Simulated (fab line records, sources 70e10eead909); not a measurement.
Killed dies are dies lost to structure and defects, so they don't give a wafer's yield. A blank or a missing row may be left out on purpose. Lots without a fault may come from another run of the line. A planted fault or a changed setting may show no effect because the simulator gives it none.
Problem report in the 8D (eight disciplines) form, filled by code | flow nand_harc | the parts of the form that need people (team, actions taken, sign-off) are left out

1. THE PROBLEM
thk_nm at NHARC_A_ONON_D2_THK_MEAS_34 reads a mean of 173.8 nm on 2 wafers of 2 lots; wafers without a fault read 200.3 nm with a standard deviation of 2.7. That is -9.8 standard deviations from the usual mean.
The step: measures by ellipsometry.
First seen on wafer L833.6, day 17 06:52, on film_metro-02. The record holds 39 wafers of 13 lots with a number at this step. Rule for "out", or "out of limits": more than 4 standard deviations from the usual mean. The other wafers with a number count as sound.

2. WHAT IT IS AND WHAT IT IS NOT
question                    | is                           | is not
which readings at this step | thk_nm                       | -
which lots                  | L833, L836                   | L822, L823, L826, L827, L828, L829, L839, L842, L843, L844, L845
which wafers of those lots  | L833.6, L836.4               | L833.3, L833.5, L836.1, L836.2
read on which gauges        | film_metro-01, film_metro-02 | -
when                        | from day 17 06:52            | up to then (20 sound wafers); but 17 sound wafers of L836, L839, L842, L843, L844, L845 came after

3. SUSPECTS, AND WHAT RULES EACH OUT
Counting: a tool at a process step up to the reading stays a suspect if it ran every lot that is out. Sound lots after the first of them don't rule it out here, since some wafers of a struck lot are sound.
- the gauge at NHARC_A_ONON_D2_THK_MEAS_34: ruled out. The wafers that are out were read on 2 gauges (film_metro-01, film_metro-02).
- cmp-01 at NHARC_A_CHANNEL_FILL_D1_CMP_10 (polishes, target thk 150 nm): kept. It ran every lot that is out, first L833 (day 15 03:07); its last sound lot up to then is L828 (day 13 11:58).
- pecvd-01 at NHARC_A_ONON_D2_DEP_33 (deposits SiO2, target thk 200 nm): kept. It ran every lot that is out, first L833 (day 17 06:28); its last sound lot up to then is L829 (day 15 18:50). Its own readings are out on those wafers: mfc_precursor_sccm.
- Within cmp-01 at NHARC_A_CHANNEL_FILL_D1_CMP_10: the wafers that are out ran in chambers 2, 3; their sound lot-mates ran in chambers 0, 1.
- Within pecvd-01 at NHARC_A_ONON_D2_DEP_33: the wafers that are out ran in chamber 0; their sound lot-mates ran in chambers 1, 2.
Left after counting: cmp-01 at NHARC_A_CHANNEL_FILL_D1_CMP_10, pecvd-01 at NHARC_A_ONON_D2_DEP_33.

4. THE CAUSE (what the simulator had put in)
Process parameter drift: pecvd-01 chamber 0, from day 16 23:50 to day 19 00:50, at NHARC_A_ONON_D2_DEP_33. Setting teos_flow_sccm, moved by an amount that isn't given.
Counting left 2 suspects, and this tool is among them.

5. THE CHAIN OF EFFECTS, in route order
Each row: a reading whose mean over the struck wafers that have a number lies more than 3 standard deviations from the usual. Only readings for which the record gives a usual standard deviation are gone through. hours: the time from each lot's start at the first step in this table that gives one to its start at this step, as a median over the lots. sigmas: the change in usual standard deviations.
hours | step                        | reading            | usual      | on struck wafers | change | sigmas
0     | NHARC_A_ONON_D2_DEP_33      | mfc_precursor_sccm | 161.4 sccm | 139.8            | -21.6  | -48
0     | NHARC_A_ONON_D2_THK_MEAS_34 | thk_nm             | 200.3 nm   | 173.8            | -26.5  | -9.8
The process steps in it:
- NHARC_A_ONON_D2_DEP_33: deposits SiO2, target thk 200 nm.

6. WHAT WOULD HAVE CAUGHT IT SOONER
In this record the first reading out of limits at a measuring or inspecting step was taken at day 17 06:52, 7 hours after the fault began at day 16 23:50.
The tool's own readings at NHARC_A_ONON_D2_DEP_33 were out on every struck wafer that the step has a row for (mfc_precursor_sccm): an alarm limit on them would have fired on the first of those.
Of the lots that are out (2), L836 began NHARC_A_ONON_D2_DEP_33 on pecvd-01 after day 17 06:52. A hold on the tool at that time would have spared it.
